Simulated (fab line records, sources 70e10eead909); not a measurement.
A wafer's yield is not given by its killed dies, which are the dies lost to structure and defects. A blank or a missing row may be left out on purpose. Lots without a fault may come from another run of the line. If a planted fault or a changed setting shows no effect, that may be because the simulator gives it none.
fab line records	flow nandHarc
record: lots: 12	wafers: 36	lastDay: 33
route steps=1302 shown A_CHANNEL_HOLE_D2@595 A_CHANNEL_FILL_D2@613 END@1302
lots with no fault: from the same line, run without faults
startH: start of the lot's first displayed wafer, in hours after the record's first day	waitH: time in hours since the lot's previous step	" same as the row above	L1.1+2: a row that stands for several wafers	- no value present, or no start provided	* or withheld: withheld	< > ~ a bound
route shown NAME@n: NAME is a module with steps in the file, n the number in the route of the first one	usual: mean/standard deviation taken from wafers without a fault	same: alike in all rows	chamber/n: place in a boat	sites: readings site by site	_std_site: how widely they spread, as a standard deviation	_edge_site: the outer-site mean with the inner-site mean subtracted	radiusMm: how far each site lies from the wafer's centre	mask NAME#n: copy n	behind: the most recent tool/chamber to have shaped the wafer	hold: why the lot went on hold/how many hours it stayed there/how the hold came to an end	device: transistor that didn't switch, given as n, p or np	end of line: the route-end tests of the same wafers	a step given without rows: its recipe and nothing more	killed: at the first sort, the dies lost to defects and structure; wafer yield is something else	map: the dies of a wafer, with x for killed, . for not killed, _ for no die there
set.NAME: the setting that was run; set.NAME@STEP: the one run at that earlier step	model.NAME: the simulator's own value behind a step, which no gauge read
one table for each step of the route and one row for each wafer, over a sample of lots
services: when a tool's chamber went out of use (startH, in hours from the record's first day, below 0 if earlier), for how many hours, and the reason
== steps ==
step: NHARC_A_CHANNEL_HOLE_D2_ETCH_23
recipe: biasV: 5000	sourceW: withheld	pressureMtorr: 20	timeS: 819	arFlowSccm: 375	c4f8FlowSccm: 89.3	o2FlowSccm: 35.7	tempC: -20	targetDepthA: 16000	chemistry: C4F8/O2/Ar
usual: drypumpMotorCurrentA: 6.0/0.59	showerheadPlenumPTorr: 3.72/0.13	throttleValvePct: 32.154/0.0093
lot.wafer	tool	chamber	startH	waitH	drypumpMotorCurrentA	rfHoursCounterH	showerheadPlenumPTorr	throttleValvePct
L623.3	harEtch-01	1	319.89	0.5	6.8	-	3.69	32.162
L623.4	"	0	"	"	5.7	-	3.69	32.166
L623.5	"	1	"	"	6.8	-	3.69	32.146
L625.2	harEtch-02	1	320.64	0.5	6.2	367	3.56	32.163
L625.4	"	0	"	"	5.2	-	3.60	32.167
L625.5	"	1	"	"	6.2	-	3.56	32.167
L624.2	harEtch-01	0	323.81	0.5	5.7	167	3.69	32.152
L624.3	"	0	"	"	5.7	-	3.69	32.136
L624.6	"	1	"	"	6.8	-	3.69	32.159
L626.2	harEtch-02	1	337.24	1.0	6.2	-	3.56	32.160
L626.4	"	1	"	"	6.2	-	3.56	32.159
L626.6	"	1	"	"	6.2	-	3.55	32.166
L627.2	harEtch-02	1	359.77	0.5	6.2	393	3.55	32.151
L627.1	"	0	"	"	5.2	378	3.59	32.144
L627.4	"	0	"	"	5.2	-	3.59	32.150
L631.1	harEtch-02	1	396.28	0.5	6.2	1	3.93	32.147
L631.2	"	0	"	"	5.2	1	3.93	32.166
L631.3	"	1	"	"	6.2	-	3.93	32.172
L633.2	harEtch-01	0	414.69	0.5	5.8	232	3.66	32.158
L633.1	"	1	"	"	6.8	232	3.66	32.152
L633.5	"	0	"	"	5.8	-	3.66	32.163
L634.1	harEtch-02	0	414.85	0.5	5.2	13	3.93	32.159
L634.3	"	0	"	"	5.2	-	3.93	32.137
L634.6	"	0	"	"	5.2	-	3.93	32.152
L636.1	harEtch-01	1	439.42	0.5	6.8	239	3.65	32.141
L636.2	"	0	"	"	5.7	239	3.65	32.156
L636.6	"	0	"	"	5.8	-	3.65	32.138
L641.2	harEtch-01	1	475.74	0.5	6.8	270	3.64	32.161
L641.5	"	0	"	"	5.8	-	3.64	32.157
L641.6	"	1	"	"	6.8	-	3.64	32.164
L643.2	harEtch-02	1	499.88	0.5	6.2	59	3.90	32.142
L643.4	"	1	"	"	6.2	-	3.90	32.144
L643.6	"	1	"	"	6.2	-	3.90	32.144
L645.2	harEtch-01	0	518.08	0.5	5.7	297	3.62	32.139
L645.3	"	1	"	"	6.8	-	3.62	32.153
L645.5	"	1	"	"	6.8	-	3.62	32.148
step: NHARC_A_CHANNEL_HOLE_D2_ETCH_27
recipe: biasV: 400	sourceW: 2000	pressureMtorr: 25	timeS: 90	arFlowSccm: 375	c4f8FlowSccm: 41.7	o2FlowSccm: 83.3	tempC: -20	targetDepthA: 4000	chemistry: C4F8/O2/Ar
usual: drypumpMotorCurrentA: 6.0/0.59	showerheadPlenumPTorr: 3.76/0.14	throttleValvePct: 27.619/0.0092
lot.wafer	tool	chamber	startH	waitH	drypumpMotorCurrentA	rfHoursCounterH	showerheadPlenumPTorr	throttleValvePct
L623.3	harEtch-01	1	322.25	0.2	6.8	-	3.73	27.625
L623.4	"	0	"	"	5.7	-	3.73	27.634
L623.5	"	1	"	"	6.8	-	3.73	27.620
L625.2	harEtch-02	1	323.17	0.2	6.2	369	3.60	27.618
L625.4	"	0	"	"	5.2	-	3.64	27.610
L625.5	"	1	"	"	6.2	-	3.60	27.630
L624.2	harEtch-01	0	326.36	0.2	5.8	169	3.73	27.626
L624.3	"	0	"	"	5.7	-	3.73	27.619
L624.6	"	1	"	"	6.8	-	3.73	27.623
L626.2	harEtch-02	1	342.18	0.3	6.2	-	3.59	27.607
L626.4	"	1	"	"	6.2	-	3.59	27.624
L626.6	"	1	"	"	6.2	-	3.59	27.625
L627.2	harEtch-02	1	362.30	0.2	6.2	395	3.58	27.631
L627.1	"	0	"	"	5.2	380	3.63	27.632
L627.4	"	0	"	"	5.2	-	3.63	27.598
L631.1	harEtch-02	1	398.82	0.2	6.2	4	3.98	27.615
L631.2	"	0	"	"	5.2	4	3.98	27.625
L631.3	"	1	"	"	6.2	-	3.98	27.609
L633.2	harEtch-01	0	417.22	0.2	5.8	234	3.69	27.633
L633.1	"	1	"	"	6.8	234	3.69	27.619
L633.5	"	0	"	"	5.8	-	3.69	27.634
L634.1	harEtch-02	0	417.31	0.2	5.2	15	3.97	27.618
L634.3	"	0	"	"	5.2	-	3.97	27.624
L634.6	"	0	"	"	5.2	-	3.97	27.626
L636.1	harEtch-01	1	441.96	0.2	6.8	242	3.69	27.616
L636.2	"	0	"	"	5.7	242	3.69	27.625
L636.6	"	0	"	"	5.7	-	3.69	27.623
L641.2	harEtch-01	1	478.19	0.2	6.8	273	3.67	27.631
L641.5	"	0	"	"	5.7	-	3.67	27.627
L641.6	"	1	"	"	6.8	-	3.67	27.610
L643.2	harEtch-02	1	514.11	0.2	6.2	61	3.94	27.621
L643.4	"	1	"	"	6.2	-	3.94	27.628
L643.6	"	1	"	"	6.2	-	3.94	27.620
L645.2	harEtch-01	0	520.64	0.2	5.7	299	3.66	27.621
L645.3	"	1	"	"	6.8	-	3.66	27.614
L645.5	"	1	"	"	6.8	-	3.66	27.623
step: NHARC_A_CHANNEL_HOLE_D2_PRECLEAN_29
recipe: timeS: *	tempC: 50	bathAgeMin: 0	chemistry: SC1
usual: nh4ohFlowMLMin: 28.30/0.095
same: bathAgeMin: 0
lot.wafer	tool	chamber	startH	waitH	nh4ohFlowMLMin
L623.3	wetBench-01	3	323.60	-	28.27
L623.5	"	4	"	"	28.48
L623.4	"	5	"	"	28.24
L625.5	wetBench-02	3	324.57	-	28.23
L625.2	"	4	"	"	28.38
L625.4	"	0	"	"	28.36
L624.3	wetBench-02	0	327.76	-	28.28
L624.6	"	2	"	"	28.38
L624.2	"	5	"	"	28.41
L626.4	wetBench-01	7	343.86	-	28.44
L626.2	"	2	"	"	28.22
L626.6	"	4	"	"	28.44
L627.4	wetBench-05	6	363.71	-	28.17
L627.1	"	0	"	"	28.25
L627.2	"	2	"	"	28.22
L631.2	wetBench-01	2	400.22	-	28.34
L631.1	"	4	"	"	28.31
L631.3	"	5	"	"	28.26
L633.2	wetBench-05	4	418.65	-	28.32
L633.5	"	5	"	"	28.21
L633.1	"	6	"	"	28.29
L634.1	wetBench-02	6	418.67	-	28.50
L634.3	"	1	"	"	28.26
L634.6	"	3	"	"	28.29
L636.2	wetBench-02	1	443.36	-	28.37
L636.6	"	2	"	"	28.37
L636.1	"	3	"	"	28.23
L641.6	wetBench-01	0	479.57	-	28.25
L641.5	"	2	"	"	28.37
L641.2	"	4	"	"	28.29
L643.4	wetBench-01	4	515.52	-	28.28
L643.2	"	5	"	"	28.39
L643.6	"	0	"	"	28.36
L645.2	wetBench-02	6	522.05	-	28.20
L645.5	"	0	"	"	28.42
L645.3	"	3	"	"	28.20
step: NHARC_A_CHANNEL_HOLE_D2_INSPECT_40
usual: rawDefectCount: 269/69
lot.wafer	tool	chamber	startH	waitH	rawDefectCount
L623.3	defectInspect-01	-	323.92	-	333
L623.4	"	-	"	"	292
L623.5	"	-	"	"	219
L625.2	defectInspect-01	-	324.90	-	448
L625.4	"	-	"	"	307
L625.5	"	-	"	"	274
L624.2	defectInspect-02	-	328.10	-	250
L624.3	"	-	"	"	347
L624.6	"	-	"	"	183
L626.2	defectInspect-02	-	344.19	-	231
L626.4	"	-	"	"	284
L626.6	"	-	"	"	283
L627.1	defectInspect-02	-	364.03	-	246
L627.2	"	-	"	"	405
L627.4	"	-	"	"	223
L631.1	defectInspect-02	-	400.55	-	307
L631.2	"	-	"	"	269
L631.3	"	-	"	"	406
L633.1	defectInspect-02	-	418.97	-	394
L633.2	"	-	"	"	343
L633.5	"	-	"	"	241
L634.1	defectInspect-01	-	419.01	-	170
L634.3	"	-	"	"	278
L634.6	"	-	"	"	220
L636.1	defectInspect-02	-	443.68	-	306
L636.2	"	-	"	"	354
L636.6	"	-	"	"	286
L641.2	defectInspect-02	-	479.89	-	356
L641.5	"	-	"	"	351
L641.6	"	-	"	"	280
L643.2	defectInspect-02	-	515.84	-	223
L643.4	"	-	"	"	585
L643.6	"	-	"	"	269
L645.2	defectInspect-01	-	522.37	-	228
L645.3	"	-	"	"	234
L645.5	"	-	"	"	336
step: NHARC_A_CHANNEL_FILL_D2_ALD_03
recipe: targetThkA: 60	pulseTimeS: 60	aldCycles: 58	tempC: 630	pressureTorr: 2	material: SiNx
usual: precursorPulseHeightRel: 1.000/0.021
lot.wafer	tool	chamber	startH	waitH	precursorPulseHeightRel
L623.3	aldSinBatch-02	0	-	-	0.988
L623.4	"	0	"	"	0.975
L623.5	"	0	"	"	1.023
L625.2	aldSinBatch-02	0	-	-	1.012
L625.4	"	0	"	"	1.045
L625.5	"	0	"	"	1.001
L624.2	aldSinBatch-01	0	-	-	0.979
L624.3	"	0	"	"	1.000
L624.6	"	0	"	"	1.009
L626.2	aldSinBatch-03	0	-	-	1.005
L626.4	"	0	"	"	1.005
L626.6	"	0	"	"	0.989
L627.1	aldSinBatch-01	0	-	-	1.032
L627.2	"	0	"	"	1.015
L627.4	"	0	"	"	1.008
L631.1	aldSinBatch-01	0	-	-	0.991
L631.2	"	0	"	"	0.993
L631.3	"	0	"	"	1.026
L633.1	aldSinBatch-02	0	-	-	1.028
L633.2	"	0	"	"	1.019
L633.5	"	0	"	"	0.978
L634.1	aldSinBatch-02	0	-	-	0.999
L634.3	"	0	"	"	1.006
L634.6	"	0	"	"	0.995
L636.1	aldSinBatch-03	0	-	-	0.983
L636.2	"	0	"	"	0.991
L636.6	"	0	"	"	0.991
L641.2	aldSinBatch-02	0	-	-	0.983
L641.5	"	0	"	"	1.018
L641.6	"	0	"	"	0.989
L643.2	aldSinBatch-03	0	-	-	0.998
L643.4	"	0	"	"	0.960
L643.6	"	0	"	"	0.997
L645.2	aldSinBatch-02	0	-	-	0.993
L645.3	"	0	"	"	1.030
L645.5	"	0	"	"	1.020
step: NHARC_END_SORT_01
recipe: tempC: 25
usual: killedAtArray: 57/24	killedAtOther: 0.7/0.94	killedAtPeriphery: 3.8/2.5	killedDies: 62/23	killedOpen: 3.1/1.8	killedShort: 2.5/1.6
same: grossDies: 677
lot.wafer	tool	chamber	startH	waitH	killedAtArray	killedAtOther	killedAtPeriphery	killedDies	killedOpen	killedShort
L643.2	prober-02	0	776.66	2.8	40	0	8	48	4	2
L643.4	prober-02	0	778.26	3.4	102	0	7	109	0	2
L643.6	prober-02	0	779.85	4.0	35	0	9	44	2	0
killed by level:class
L643.2 A_CHANNEL_HOLE_D1:chamberFilmFlake=17 A_CONTACT:chamberFilmFlake=7 A_SLIT:chamberFilmFlake=6 A_CHANNEL_FILL_D2:chamberFilmFlake=3 P_CONTACT:geometricParticle:open=2 P_M0:chamberFilmFlake=2 P_M1:chamberFilmFlake=2 A_STAIRCASE:chamberFilmFlake=2
L643.4 A_CHANNEL_HOLE_D2:unspecified=64 A_CHANNEL_HOLE_D1:chamberFilmFlake=20 A_CONTACT:chamberFilmFlake=7 A_SLIT:chamberFilmFlake=5 P_M1:chamberFilmFlake=4 A_CHANNEL_FILL_D2:chamberFilmFlake=2 P_M1:geometricParticle:short=1 A_ONON_D1:geometricParticle:short=1
L643.6 A_CHANNEL_HOLE_D1:chamberFilmFlake=21 A_SLIT:chamberFilmFlake=8 P_M1:chamberFilmFlake=6 A_CONTACT:chamberFilmFlake=3 P_M0:chamberFilmFlake=2 A_DECK1_JOINT:geometricParticle:open=1 A_WL_FILL:geometricParticle:open=1 P_GATE:chamberFilmFlake=1
== services ==
tool	chamber	startH	hours	kind
harEtch-02	0	323.36	-	consumableReplace:focusRing
harEtch-02	0	323.36	17.0	scheduledDown
harEtch-02	0	323.36	17.0	ventCycle
harEtch-02	-	377.43	17.0	pm
harEtch-02	0	377.43	17.0	ventCycle
harEtch-02	1	377.43	17.0	ventCycle
harEtch-02	0	394.43	-	clean
harEtch-02	0	394.43	-	consumableReplace:showerhead
harEtch-02	1	394.43	-	clean
harEtch-02	1	394.43	-	consumableReplace:focusRing
harEtch-02	1	394.43	-	consumableReplace:showerhead
wetBench-02	-	420.04	8.0	pm
wetBench-02	0	428.04	-	consumableReplace:bath
wetBench-02	0	428.04	-	consumableReplace:filter
wetBench-02	1	428.04	-	consumableReplace:bath
wetBench-02	1	428.04	-	consumableReplace:filter
wetBench-02	2	428.04	-	consumableReplace:bath
wetBench-02	2	428.04	-	consumableReplace:filter
wetBench-02	3	428.04	-	consumableReplace:bath
wetBench-05	-	436.80	8.0	pm
wetBench-01	-	453.60	8.0	pm
wetBench-01	-	468.91	3.0	repair
aldSinBatch-02	-	494.07	15.9	repair
aldSinBatch-01	-	509.14	26.0	pm
== key ==
firstSign: step: NHARC_A_CHANNEL_HOLE_D2_INSPECT_40	reading: rawDefectCount	direction: up	sigmas: 4.6	usual: 269	struck: 585
moreKillsBornAt: NHARC_A_CHANNEL_HOLE_D2_PRECLEAN_29@wetBench-01: 64
metAt NHARC_A_CHANNEL_HOLE_D2_PRECLEAN_29
struckLots L643
struckWafers L643.4
testerLeftOut L643
notActingAt NHARC_A_CHANNEL_HOLE_D2_ETCH_23,NHARC_A_CHANNEL_HOLE_D2_ETCH_27,NHARC_A_CHANNEL_FILL_D2_ALD_03
onsetBetween 479.57 515.52
fault: kind: chamberParticleSource	tool: wetBench-01	chamber: 4	onsetH: 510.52	steps: NHARC_A_CHANNEL_HOLE_D2_PRECLEAN_29	ratePerVisitCm2: 0.43338	endH: 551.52
testerLeftOut: of these lots the tester's yield and bins aren't shown, on N5 and GAA mostly nor the transistor test; their killed dies are dies lost to structure and defects alone, not to doping, threshold or leakage, so they don't give the yield
